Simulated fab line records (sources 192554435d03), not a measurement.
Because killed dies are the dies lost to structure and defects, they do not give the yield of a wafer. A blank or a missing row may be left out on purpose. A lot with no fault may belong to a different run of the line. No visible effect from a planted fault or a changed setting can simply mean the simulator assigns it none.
fab line records	flow n5_finfet
[record] lots = 24	wafers = 72	last_day = 18
route steps=1938 shown MOL_CONTACT_COAG@543 BEOL_M0_SAQP@639
lots that met no fault: from a run of the same line without faults
start_h: hours from the record's opening day to when the first of the lot's shown wafers began	wait_h: hours from the lot's prior step to this one	" the same as in the row above	L1.1+2: a single row standing in for several wafers	- no value, or no start given	* or withheld: withheld	< > ~ a bound
route shown NAME@n: names a module that has steps shown in the file, with the first one's number in the route	usual: mean/standard deviation of fault-free wafers	same: alike in all rows	chamber/n: place in a boat	sites: per-site readings	_std_site: the standard deviation of these	_edge_site: inner sites' mean taken away from outer sites' mean	radius_mm: how far each site lies from the wafer's centre	mask NAME#n: copy n	behind: tool/chamber where the wafer was last shaped	hold: what put the lot on hold/how long, in hours/how the hold closed	device: the transistor (n, p or np) that didn't switch	end of line: at the end of the route, the tests of the same wafers	a step without rows: its recipe alone	killed: dies lost to structure and defects at the first sort, not the wafer's yield	map: a wafer's dies, x killed, . not, _ none there
set.NAME: the setting that was run; set.NAME@STEP: the one run at that earlier step	model.NAME: the simulator's own value behind a step, which no gauge read
a sample of lots followed through the steps of the route, with each step as a table and each wafer as a row
services: when a tool's chamber went out of use (start_h, in hours from the record's first day, below 0 if earlier), for how many hours, and the reason
[[steps]]
[step N5_MOL_CONTACT_COAG_TI_SIL_19]
[recipe] material = Ti	target_thk_a = 42	temp_c = 200	chamber_pressure_pa = 5	power_w = 5000	time_s = 15
[usual] throttle_valve_pct = 30.4/0.41
lot.wafer	tool	chamber	start_h	wait_h	throttle_valve_pct
L074.1	pvd_sputter-02	-	92.52	0.2	30.6
L074.2	"	-	"	"	30.1
L074.5	"	-	"	"	31.1
L075.1	pvd_sputter-02	-	96.50	0.2	31.3
L075.2	"	-	"	"	30.5
L075.3	"	-	"	"	30.2
L076.3	pvd_sputter-02	-	101.04	0.1	31.0
L076.4	"	-	"	"	30.8
L076.6	"	-	"	"	31.2
L077.4	pvd_sputter-02	-	110.73	0.1	30.7
L077.5	"	-	"	"	30.9
L077.6	"	-	"	"	30.7
L078.4	pvd_sputter-03	-	112.85	0.2	30.4
L078.5	"	-	"	"	30.0
L078.6	"	-	"	"	30.6
L079.2	pvd_sputter-02	-	122.58	0.4	30.3
L079.4	"	-	"	"	30.9
L079.6	"	-	"	"	31.1
L080.1	pvd_sputter-03	-	127.80	0.2	30.3
L080.4	"	-	"	"	30.0
L080.5	"	-	"	"	29.8
L081.3	pvd_sputter-02	-	134.51	0.4	30.4
L081.5	"	-	"	"	30.5
L081.6	"	-	"	"	31.0
L082.1	pvd_sputter-02	-	138.73	0.3	30.7
L082.3	"	-	"	"	30.4
L082.5	"	-	"	"	30.5
L083.2	pvd_sputter-03	-	148.44	0.1	29.7
L083.5	"	-	"	"	30.3
L083.6	"	-	"	"	30.1
L084.1	pvd_sputter-03	-	153.71	0.5	30.1
L084.3	"	-	"	"	29.8
L084.6	"	-	"	"	29.8
L085.1	pvd_sputter-03	-	157.37	0.2	29.8
L085.2	"	-	"	"	30.5
L085.3	"	-	"	"	30.3
L086.3	pvd_sputter-01	-	167.31	0.1	30.5
L086.4	"	-	"	"	30.8
L086.5	"	-	"	"	30.4
L087.2	pvd_sputter-03	-	171.01	0.1	30.1
L087.3	"	-	"	"	29.9
L087.6	"	-	"	"	29.7
L088.2	pvd_sputter-01	-	175.40	2.0	29.6
L088.4	"	-	"	"	30.7
L088.6	"	-	"	"	29.6
L089.2	pvd_sputter-03	-	190.66	0.2	30.2
L089.3	"	-	"	"	30.0
L089.6	"	-	"	"	30.1
L090.1	pvd_sputter-02	-	191.42	0.2	30.8
L090.2	"	-	"	"	30.5
L090.6	"	-	"	"	30.5
L091.1	pvd_sputter-02	-	194.78	0.6	31.3
L091.4	"	-	"	"	30.5
L091.6	"	-	"	"	31.2
L092.3	pvd_sputter-01	-	198.62	0.2	30.3
L092.4	"	-	"	"	29.7
L092.6	"	-	"	"	30.7
L093.1	pvd_sputter-03	-	203.73	0.2	29.9
L093.3	"	-	"	"	30.3
L093.4	"	-	"	"	30.2
L094.1	pvd_sputter-01	-	212.97	0.2	30.7
L094.5	"	-	"	"	29.4
L094.6	"	-	"	"	30.5
L095.2	pvd_sputter-02	-	215.00	0.2	30.9
L095.5	"	-	"	"	30.8
L095.6	"	-	"	"	30.7
L096.1	pvd_sputter-03	-	226.90	0.2	30.1
L096.2	"	-	"	"	30.0
L096.3	"	-	"	"	30.4
L097.1	pvd_sputter-03	-	228.24	0.2	30.0
L097.2	"	-	"	"	29.9
L097.4	"	-	"	"	30.5
[step N5_MOL_CONTACT_COAG_PRE_CLEAN_141]
[recipe] gas = H2/He	time_s = 60	temp_c = 300
[usual] heater_power_w = 467/56
lot.wafer	tool	chamber	start_h	wait_h	heater_power_w
L074.1	pvd_sputter-03	-	96.74	3.7	470
L074.2	"	-	"	"	524
L074.5	"	-	"	"	414
L075.1	pvd_sputter-02	-	97.30	0.2	501
L075.2	"	-	"	"	528
L075.3	"	-	"	"	427
L076.3	pvd_sputter-02	-	102.68	0.9	398
L076.4	"	-	"	"	516
L076.6	"	-	"	"	406
L077.4	pvd_sputter-01	-	112.89	1.4	499
L077.5	"	-	"	"	348
L077.6	"	-	"	"	476
L078.4	pvd_sputter-02	-	116.13	2.6	428
L078.5	"	-	"	"	517
L078.6	"	-	"	"	408
L079.2	pvd_sputter-01	-	124.06	0.9	488
L079.4	"	-	"	"	530
L079.6	"	-	"	"	488
L080.1	pvd_sputter-02	-	128.52	0.2	432
L080.4	"	-	"	"	412
L080.5	"	-	"	"	425
L081.3	pvd_sputter-01	-	135.54	0.4	480
L081.5	"	-	"	"	331
L081.6	"	-	"	"	494
L082.1	pvd_sputter-03	-	141.05	1.8	508
L082.3	"	-	"	"	531
L082.5	"	-	"	"	523
L083.2	pvd_sputter-03	-	149.19	0.2	519
L083.5	"	-	"	"	414
L083.6	"	-	"	"	518
L084.1	pvd_sputter-02	-	154.60	0.4	526
L084.3	"	-	"	"	504
L084.6	"	-	"	"	492
L085.1	pvd_sputter-03	-	160.28	2.1	529
L085.2	"	-	"	"	412
L085.3	"	-	"	"	480
L086.3	pvd_sputter-01	-	169.83	1.9	490
L086.4	"	-	"	"	347
L086.5	"	-	"	"	539
L087.2	pvd_sputter-01	-	175.50	3.9	343
L087.3	"	-	"	"	488
L087.6	"	-	"	"	481
L088.2	pvd_sputter-03	-	176.50	0.5	527
L088.4	"	-	"	"	428
L088.6	"	-	"	"	467
L089.2	pvd_sputter-02	-	191.86	0.5	432
L089.3	"	-	"	"	400
L089.6	"	-	"	"	497
L090.1	pvd_sputter-02	-	192.21	0.2	509
L090.2	"	-	"	"	501
L090.6	"	-	"	"	519
L091.1	pvd_sputter-01	-	195.89	0.6	485
L091.4	"	-	"	"	523
L091.6	"	-	"	"	492
L092.3	pvd_sputter-01	-	200.56	1.4	350
L092.4	"	-	"	"	484
L092.6	"	-	"	"	487
L093.1	pvd_sputter-03	-	204.65	0.4	517
L093.3	"	-	"	"	464
L093.4	"	-	"	"	425
L094.1	pvd_sputter-03	-	213.77	0.3	534
L094.5	"	-	"	"	522
L094.6	"	-	"	"	410
L095.2	pvd_sputter-01	-	216.23	0.7	517
L095.5	"	-	"	"	481
L095.6	"	-	"	"	484
L096.1	pvd_sputter-03	-	228.08	0.7	526
L096.2	"	-	"	"	521
L096.3	"	-	"	"	419
L097.1	pvd_sputter-02	-	232.27	3.5	500
L097.2	"	-	"	"	410
L097.4	"	-	"	"	518
[step N5_MOL_CONTACT_COAG_STRIP_96]
[recipe] chemistry = N2/H2	power_w = 500	temp_c = 40	pressure_mtorr = 50	rf_frequency_hz = 6e+07	overash_fraction = 0.3	bias_power_w = 28	h2_frac = 0.5	n2_flow_sccm = 300	h2_flow_sccm = 300
[usual] drypump_motor_current_A = 5.7/0.47	oes_product_au = 0.74/0.061	rf_vpp_V = 121.6/1	showerhead_plenum_p_Torr = 3.31/0.048	throttle_valve_pct = 18.93/0.28
lot.wafer	tool	chamber	start_h	wait_h	drypump_motor_current_A	oes_product_au	rf_hours_counter_h	rf_vpp_V	showerhead_plenum_p_Torr	throttle_valve_pct
L074.1	rie_diel-02	1	103.97	0.0	6.1	0.74	136	121.9	3.38	18.69
L074.2	"	0	"	"	5.6	0.81	87	121.4	3.26	18.68
L074.5	"	2	"	"	6.0	0.75	-	122.2	3.36	19.28
L075.1	rie_diel-02	0	105.65	0.0	5.6	0.81	88	122.9	3.26	18.71
L075.2	"	1	"	"	6.1	0.74	137	121.1	3.38	18.73
L075.3	"	2	"	"	5.9	0.76	146	122.3	3.37	19.26
L076.3	rie_diel-01	3	110.47	0.0	4.8	0.74	169	122.5	3.35	19.35
L076.4	"	2	"	"	5.7	0.67	240	124.0	3.31	19.02
L076.6	"	2	"	"	5.7	0.68	-	123.4	3.31	19.02
L077.4	rie_diel-01	0	121.30	0.0	6.5	0.91	25	121.5	3.30	18.29
L077.5	"	3	"	"	4.8	0.76	-	121.7	3.35	19.34
L077.6	"	2	"	"	5.7	0.68	-	121.0	3.31	19.03
L078.4	rie_diel-01	0	123.41	0.0	6.6	0.90	25	122.7	3.30	18.33
L078.5	"	2	"	"	5.7	0.68	-	122.7	3.31	19.03
L078.6	"	3	"	"	4.8	0.75	-	119.7	3.35	19.32
L079.2	rie_diel-02	2	130.54	0.0	5.9	0.76	156	122.1	3.36	19.29
L079.4	"	3	"	"	6.1	0.79	102	123.9	3.39	18.68
L079.6	"	3	"	"	6.1	0.78	-	121.1	3.39	18.68
L080.1	rie_diel-05	3	136.12	0.0	5.8	0.71	198	122.8	3.32	19.16
L080.4	"	2	"	"	5.1	0.73	157	122.9	3.23	18.97
L080.5	"	1	"	"	6.0	0.72	-	120.9	3.30	18.78
L081.3	rie_diel-05	1	147.76	0.0	6.0	0.72	243	122.3	3.29	18.77
L081.5	"	2	"	"	5.1	0.72	-	119.7	3.23	18.95
L081.6	"	3	"	"	5.7	0.72	-	120.4	3.32	19.16
L082.1	rie_diel-05	2	149.11	0.0	5.1	0.74	163	120.0	3.23	18.98
L082.3	"	1	"	"	6.0	0.71	244	121.9	3.29	18.76
L082.5	"	2	"	"	5.1	0.73	-	123.3	3.23	18.99
L083.2	rie_diel-05	2	157.19	0.0	5.1	0.73	166	120.5	3.23	18.97
L083.5	"	3	"	"	5.7	0.72	-	119.9	3.32	19.17
L083.6	"	2	"	"	5.1	0.73	-	121.9	3.22	19.00
L084.1	rie_diel-05	2	161.97	0.0	5.1	0.72	167	121.5	3.22	18.97
L084.3	"	1	"	"	6.0	0.71	248	121.6	3.29	18.77
L084.6	"	0	"	"	5.1	0.69	-	121.7	3.33	18.84
L085.1	rie_diel-02	1	169.07	0.0	6.1	0.72	159	121.1	3.37	18.75
L085.2	"	3	"	"	6.1	0.78	113	122.0	3.38	18.71
L085.3	"	2	"	"	5.9	0.74	168	121.3	3.35	19.31
L086.3	rie_diel-01	0	176.17	0.0	6.5	0.86	46	120.5	3.29	18.34
L086.4	"	3	"	"	4.8	0.72	195	122.2	3.33	19.34
L086.5	"	0	"	"	6.5	0.87	-	121.4	3.29	18.34
L087.2	rie_diel-05	2	181.90	0.0	5.2	0.73	176	122.2	3.22	18.99
L087.3	"	0	"	"	5.1	0.69	233	121.3	3.32	18.88
L087.6	"	0	"	"	5.1	0.68	-	121.6	3.32	18.86
L088.2	rie_diel-05	2	184.58	0.0	5.2	0.72	177	121.7	3.22	19.01
L088.4	"	3	"	"	5.7	0.71	-	121.5	3.31	19.21
L088.6	"	0	"	"	5.1	0.69	-	121.7	3.32	18.85
L090.1	rie_diel-01	1	200.35	0.0	5.7	0.68	242	120.6	3.31	19.14
L090.2	"	3	"	"	4.8	0.72	204	122.8	3.33	19.38
L090.6	"	0	"	"	6.5	0.85	-	122.0	3.29	18.37
L089.2	rie_diel-05	0	201.30	0.0	5.1	0.67	242	121.8	3.32	18.87
L089.3	"	2	"	"	5.2	0.70	185	121.8	3.21	19.00
L089.6	"	3	"	"	5.8	0.70	-	122.7	3.31	19.21
L091.1	rie_diel-05	0	203.03	0.0	5.1	0.68	243	120.6	3.32	18.86
L091.4	"	2	"	"	5.2	0.71	-	121.3	3.21	19.02
L091.6	"	3	"	"	5.7	0.69	-	122.2	3.31	19.21
L092.3	rie_diel-02	0	208.68	0.0	5.6	0.77	123	121.7	3.24	18.74
L092.4	"	2	"	"	6.0	0.74	181	121.6	3.35	19.32
L092.6	"	1	"	"	6.1	0.72	-	122.0	3.36	18.77
L093.1	rie_diel-02	2	211.94	0.0	6.0	0.71	183	122.2	3.35	19.33
L093.3	"	0	"	"	5.7	0.77	124	121.1	3.24	18.76
L093.4	"	3	"	"	6.1	0.76	129	122.0	3.37	18.77
L094.1	rie_diel-01	2	221.94	0.0	5.7	0.91	23	122.7	3.30	18.63
L094.5	"	0	"	"	6.5	0.84	-	120.5	3.29	18.39
L094.6	"	3	"	"	4.8	0.72	-	121.3	3.32	19.38
L095.2	rie_diel-02	0	225.81	0.0	5.7	0.76	127	120.2	3.24	18.76
L095.5	"	0	"	"	5.7	0.77	-	119.2	3.24	18.74
L095.6	"	3	"	"	6.0	0.76	-	119.0	3.37	18.75
L096.1	rie_diel-02	1	237.49	0.0	6.1	0.70	180	122.9	3.36	18.77
L096.2	"	0	"	"	5.7	0.76	131	121.8	3.23	18.76
L096.3	"	3	"	"	6.0	0.75	136	121.9	3.37	18.73
L097.1	rie_diel-01	2	239.42	0.0	5.7	0.91	32	123.4	3.29	18.66
L097.2	"	0	"	"	6.5	0.84	66	119.4	3.28	18.39
L097.4	"	3	"	"	4.8	0.70	-	122.9	3.32	19.41
[step N5_BEOL_M0_SAQP_THK_MEAS_05]
[usual] thk_nm = 60.0/0.69
lot.wafer	tool	chamber	start_h	wait_h	thk_nm
L074.1	film_metro-02	-	110.70	0.1	60.4
L074.2	"	-	"	"	60.1
L074.5	"	-	"	"	61.2
L075.1	film_metro-02	-	114.08	0.1	59.5
L075.2	"	-	"	"	60.2
L075.3	"	-	"	"	60.3
L076.3	film_metro-02	-	117.32	0.1	59.3
L076.4	"	-	"	"	60.6
L076.6	"	-	"	"	60.8
L077.4	film_metro-01	-	128.24	0.0	60.7
L077.5	"	-	"	"	60.8
L077.6	"	-	"	"	60.7
L078.4	film_metro-02	-	131.67	0.0	61.1
L078.5	"	-	"	"	60.8
L078.6	"	-	"	"	60.8
L079.2	film_metro-01	-	138.80	0.1	58.4
L079.4	"	-	"	"	60.0
L079.6	"	-	"	"	60.0
L080.1	film_metro-02	-	143.34	0.1	58.7
L080.4	"	-	"	"	60.6
L080.5	"	-	"	"	60.1
L081.3	film_metro-02	-	154.84	0.1	59.1
L081.5	"	-	"	"	60.2
L081.6	"	-	"	"	60.4
L082.1	film_metro-01	-	158.06	0.1	60.9
L082.3	"	-	"	"	60.2
L082.5	"	-	"	"	60.8
L083.2	film_metro-01	-	164.29	0.1	59.6
L083.5	"	-	"	"	59.2
L083.6	"	-	"	"	60.6
L084.1	film_metro-02	-	168.06	0.1	59.2
L084.3	"	-	"	"	59.6
L084.6	"	-	"	"	59.3
L085.1	film_metro-02	-	176.43	0.1	59.2
L085.2	"	-	"	"	59.1
L085.3	"	-	"	"	59.6
L086.3	film_metro-02	-	183.39	0.1	59.9
L086.4	"	-	"	"	60.6
L086.5	"	-	"	"	60.4
L087.2	film_metro-01	-	189.71	0.1	59.6
L087.3	"	-	"	"	59.6
L087.6	"	-	"	"	60.3
L088.2	film_metro-02	-	192.01	0.1	59.8
L088.4	"	-	"	"	60.7
L088.6	"	-	"	"	61.3
L090.1	film_metro-01	-	207.78	0.1	59.7
L090.2	"	-	"	"	59.4
L090.6	"	-	"	"	60.7
L091.1	film_metro-02	-	210.80	0.1	59.8
L091.4	"	-	"	"	60.8
L091.6	"	-	"	"	60.6
L089.2	film_metro-01	-	211.16	0.1	58.9
L089.3	"	-	"	"	59.3
L089.6	"	-	"	"	60.1
L092.3	film_metro-02	-	216.22	0.1	59.8
L092.4	"	-	"	"	60.6
L092.6	"	-	"	"	60.5
L093.1	film_metro-01	-	221.26	0.1	59.2
L093.3	"	-	"	"	59.3
L093.4	"	-	"	"	60.0
L094.1	film_metro-01	-	228.71	0.1	59.3
L094.5	"	-	"	"	60.7
L094.6	"	-	"	"	60.6
L095.2	film_metro-01	-	233.44	0.1	58.3
L095.5	"	-	"	"	60.9
L095.6	"	-	"	"	60.0
L096.1	film_metro-02	-	244.50	0.1	60.2
L096.2	"	-	"	"	60.2
L096.3	"	-	"	"	60.3
L097.1	film_metro-02	-	247.90	0.1	59.4
L097.2	"	-	"	"	58.8
L097.4	"	-	"	"	59.7
[step N5_BEOL_M0_SAQP_INSPECT_16]
[recipe] mode = adi	inspect_instrument = brightfield
[usual] raw_defect_count = 512/130
lot.wafer	tool	chamber	start_h	wait_h	raw_defect_count
L074.1	defect_inspect-01	-	111.24	0.0	619
L074.2	"	-	"	"	366
L074.5	"	-	"	"	468
L075.1	defect_inspect-01	-	114.62	0.0	891
L075.2	"	-	"	"	438
L075.3	"	-	"	"	435
L076.3	defect_inspect-01	-	117.85	0.0	533
L076.4	"	-	"	"	475
L076.6	"	-	"	"	541
L077.4	defect_inspect-01	-	128.65	0.0	636
L077.5	"	-	"	"	692
L077.6	"	-	"	"	475
L078.4	defect_inspect-02	-	132.21	0.0	387
L078.5	"	-	"	"	556
L078.6	"	-	"	"	493
L079.2	defect_inspect-01	-	139.34	0.0	333
L079.4	"	-	"	"	347
L079.6	"	-	"	"	579
L080.1	defect_inspect-02	-	143.75	0.0	557
L080.4	"	-	"	"	617
L080.5	"	-	"	"	496
L081.3	defect_inspect-02	-	155.37	0.0	479
L081.5	"	-	"	"	579
L081.6	"	-	"	"	473
L082.1	defect_inspect-02	-	158.59	0.0	596
L082.3	"	-	"	"	522
L082.5	"	-	"	"	518
L083.2	defect_inspect-01	-	164.70	0.0	400
L083.5	"	-	"	"	554
L083.6	"	-	"	"	533
L084.1	defect_inspect-01	-	168.47	0.0	343
L084.3	"	-	"	"	366
L084.6	"	-	"	"	342
L085.1	defect_inspect-02	-	176.84	0.0	466
L085.2	"	-	"	"	646
L085.3	"	-	"	"	396
L086.3	defect_inspect-01	-	183.93	0.0	443
L086.4	"	-	"	"	641
L086.5	"	-	"	"	445
L087.2	defect_inspect-01	-	190.25	0.0	861
L087.3	"	-	"	"	600
L087.6	"	-	"	"	437
L088.2	defect_inspect-01	-	192.55	0.0	321
L088.4	"	-	"	"	460
L088.6	"	-	"	"	316
L090.1	defect_inspect-01	-	208.32	0.0	571
L090.2	"	-	"	"	478
L090.6	"	-	"	"	555
L091.1	defect_inspect-02	-	211.34	0.0	352
L091.4	"	-	"	"	531
L091.6	"	-	"	"	444
L089.2	defect_inspect-02	-	211.69	0.0	525
L089.3	"	-	"	"	546
L089.6	"	-	"	"	448
L092.3	defect_inspect-01	-	216.66	0.0	560
L092.4	"	-	"	"	767
L092.6	"	-	"	"	652
L093.1	defect_inspect-02	-	221.83	0.0	437
L093.3	"	-	"	"	315
L093.4	"	-	"	"	333
L094.1	defect_inspect-02	-	229.24	0.0	517
L094.5	"	-	"	"	461
L094.6	"	-	"	"	418
L095.2	defect_inspect-02	-	233.98	0.0	354
L095.5	"	-	"	"	323
L095.6	"	-	"	"	519
L096.1	defect_inspect-01	-	245.04	0.0	572
L096.2	"	-	"	"	440
L096.3	"	-	"	"	711
L097.1	defect_inspect-02	-	248.31	0.0	534
L097.2	"	-	"	"	634
L097.4	"	-	"	"	683
[step N5_BEOL_M0_SAQP_STRIP_86]
[recipe] chemistry = N2/H2	power_w = 500	temp_c = 40	pressure_mtorr = 50	rf_frequency_hz = 6e+07	overash_fraction = 0.3	bias_power_w = 28	h2_frac = 0.5	n2_flow_sccm = 300	h2_flow_sccm = 300
[usual] drypump_motor_current_A = 5.9/0.34	oes_product_au = 0.80/0.091	rf_vpp_V = 122.0/1.4	showerhead_plenum_p_Torr = 3.38/0.092	throttle_valve_pct = 19.0/0.43
lot.wafer	tool	chamber	start_h	wait_h	drypump_motor_current_A	oes_product_au	rf_hours_counter_h	rf_vpp_V	showerhead_plenum_p_Torr	throttle_valve_pct
L074.1	rie_diel-06	0	111.65	0.1	5.8	0.71	204	121.8	3.47	18.9
L074.2	"	2	"	"	5.2	0.86	56	124.5	3.41	19.1
L074.5	"	2	"	"	5.2	0.86	-	122.7	3.41	19.1
L075.1	rie_diel-03	3	115.03	0.1	6.3	0.77	136	121.6	3.49	18.7
L075.2	"	1	"	"	6.1	0.77	148	120.4	3.50	19.5
L075.3	"	0	"	"	5.6	0.93	28	121.9	3.29	18.2
L076.3	rie_diel-04	1	118.27	0.1	5.6	0.71	199	120.4	3.47	19.3
L076.4	"	2	"	"	5.7	0.83	81	122.2	3.27	19.4
L076.6	"	2	"	"	5.7	0.83	-	118.8	3.26	19.4
L077.4	rie_diel-06	0	129.21	0.2	5.8	0.71	-	123.3	3.46	18.9
L077.5	"	2	"	"	5.2	0.84	-	121.4	3.41	19.1
L077.6	"	3	"	"	5.8	0.66	-	123.3	3.44	19.0
L078.4	rie_diel-04	1	132.93	0.1	5.6	0.69	204	120.4	3.47	19.3
L078.5	"	0	"	"	6.3	0.66	-	122.3	3.31	19.4
L078.6	"	3	"	"	5.4	0.81	-	123.6	3.38	18.8
L079.2	rie_diel-03	2	139.74	0.1	6.3	0.97	4	123.2	3.29	19.0
L079.4	"	3	"	"	6.3	0.77	144	123.1	3.49	18.7
L079.6	"	1	"	"	6.1	0.75	-	124.2	3.49	19.5
L080.1	rie_diel-03	2	144.16	0.1	6.3	0.98	5	121.8	3.29	19.0
L080.4	"	2	"	"	6.3	0.98	-	123.2	3.29	19.0
L080.5	"	3	"	"	6.3	0.78	-	125.1	3.48	18.7
L081.3	rie_diel-03	0	155.88	0.2	5.6	0.90	41	122.1	3.28	18.2
L081.5	"	2	"	"	6.3	0.97	-	120.4	3.29	19.0
L081.6	"	1	"	"	6.1	0.74	-	121.6	3.49	19.5
L082.1	rie_diel-04	0	159.04	0.1	6.4	0.66	246	121.1	3.31	19.5
L082.3	"	2	"	"	5.7	0.83	93	122.5	3.26	19.4
L082.5	"	1	"	"	5.5	0.69	-	123.3	3.47	19.2
L083.2	rie_diel-03	1	165.18	0.1	6.1	0.75	163	124.9	3.49	19.6
L083.5	"	2	"	"	6.3	0.93	-	121.8	3.29	19.0
L083.6	"	1	"	"	6.1	0.74	-	121.6	3.49	19.6
L084.1	rie_diel-03	0	168.95	0.1	5.6	0.90	45	122.2	3.28	18.2
L084.3	"	3	"	"	6.3	0.78	153	120.5	3.48	18.7
L084.6	"	1	"	"	6.1	0.74	-	124.6	3.49	19.5
L085.1	rie_diel-03	2	177.26	0.1	6.3	0.95	16	121.0	3.28	19.0
L085.2	"	3	"	"	6.3	0.76	155	121.2	3.48	18.7
L085.3	"	1	"	"	6.1	0.74	166	122.3	3.49	19.5
L086.3	rie_diel-04	3	184.34	0.1	5.5	0.78	117	122.0	3.37	18.8
L086.4	"	3	"	"	5.4	0.78	-	121.8	3.37	18.8
L086.5	"	1	"	"	5.6	0.68	-	121.9	3.46	19.3
L087.2	rie_diel-03	0	190.66	0.1	5.7	0.88	50	120.4	3.28	18.2
L087.3	"	2	"	"	6.3	0.92	20	120.5	3.28	19.1
L087.6	"	0	"	"	5.6	0.89	-	121.9	3.28	18.2
L088.2	rie_diel-03	1	192.95	0.1	6.1	0.74	171	122.4	3.49	19.5
L088.4	"	2	"	"	6.3	0.93	21	124.5	3.28	19.0
L088.6	"	0	"	"	5.6	0.88	-	121.8	3.28	18.2
L090.1	rie_diel-04	1	208.73	0.1	5.6	0.68	227	122.2	3.46	19.3
L090.2	"	2	"	"	5.7	0.81	110	120.1	3.25	19.4
L090.6	"	1	"	"	5.6	0.68	-	120.8	3.46	19.3
L091.1	rie_diel-06	0	211.75	0.1	5.7	0.69	237	121.9	3.45	19.0
L091.4	"	1	"	"	5.9	0.70	227	120.8	3.31	19.6
L091.6	"	2	"	"	5.2	0.82	-	124.7	3.39	19.2
L089.2	rie_diel-03	2	212.10	0.1	6.3	0.91	26	120.6	3.28	19.0
L089.3	"	1	"	"	6.1	0.75	176	123.1	3.48	19.6
L089.6	"	3	"	"	6.3	0.75	-	123.6	3.47	18.7
L092.3	rie_diel-03	0	217.57	0.2	5.6	0.87	58	121.9	3.27	18.3
L092.4	"	1	"	"	6.1	0.74	178	120.6	3.48	19.6
L092.6	"	2	"	"	6.3	0.91	-	122.2	3.28	19.0
L093.1	rie_diel-04	3	222.23	0.1	5.5	0.79	125	120.7	3.37	18.8
L093.3	"	1	"	"	5.6	0.67	234	120.0	3.45	19.3
L093.4	"	0	"	"	6.3	0.93	12	123.4	3.30	19.1
L094.1	rie_diel-03	2	229.65	0.1	6.3	0.90	31	121.3	3.28	19.0
L094.5	"	2	"	"	6.3	0.89	-	121.8	3.28	19.0
L094.6	"	1	"	"	6.2	0.72	-	124.3	3.48	19.6
L095.2	rie_diel-03	3	235.12	0.1	6.4	0.75	172	124.0	3.47	18.8
L095.5	"	0	"	"	5.6	0.88	-	123.2	3.27	18.3
L095.6	"	1	"	"	6.1	0.73	-	122.4	3.48	19.6
L096.1	rie_diel-03	0	245.47	0.1	5.6	0.87	67	123.0	3.27	18.3
L096.2	"	1	"	"	6.1	0.73	186	120.8	3.48	19.6
L096.3	"	2	"	"	6.3	0.88	36	120.1	3.27	19.0
L097.1	rie_diel-06	0	248.72	0.1	5.8	0.69	249	123.1	3.44	19.0
L097.2	"	3	"	"	5.8	0.88	28	123.1	3.42	18.6
L097.4	"	1	"	"	5.9	0.69	-	119.9	3.31	19.6
[[services]]
tool	chamber	start_h	hours	kind
rie_diel-01	1	88.68	15.3	repair
rie_diel-03	2	103.59	-	clean
rie_diel-03	2	103.59	-	consumable_replace:focus_ring
rie_diel-03	2	103.59	19.6	scheduled_down
rie_diel-03	2	103.59	19.6	vent_cycle
rie_diel-06	1	114.71	23.0	repair
rie_diel-06	3	114.84	4.0	repair
rie_diel-01	1	126.77	8.7	repair
rie_diel-04	1	139.91	2.5	repair
rie_diel-03	1	140.98	6.8	repair
rie_diel-05	0	141.50	9.7	repair
pvd_sputter-01	-	141.96	1.9	repair
rie_diel-04	-	163.06	1.1	repair
rie_diel-05	1	163.92	15.8	repair
rie_diel-05	1	184.07	-	clean
rie_diel-05	1	184.07	-	consumable_replace:focus_ring
rie_diel-05	1	184.07	21.9	scheduled_down
rie_diel-05	1	184.07	21.9	vent_cycle
rie_diel-01	0	205.00	10.7	repair
rie_diel-04	3	206.29	13.1	repair
rie_diel-05	3	217.36	2.8	repair
rie_diel-05	0	221.67	-	clean
rie_diel-05	0	221.67	-	consumable_replace:focus_ring
rie_diel-01	1	226.12	7.0	repair
[[key]]
fault none
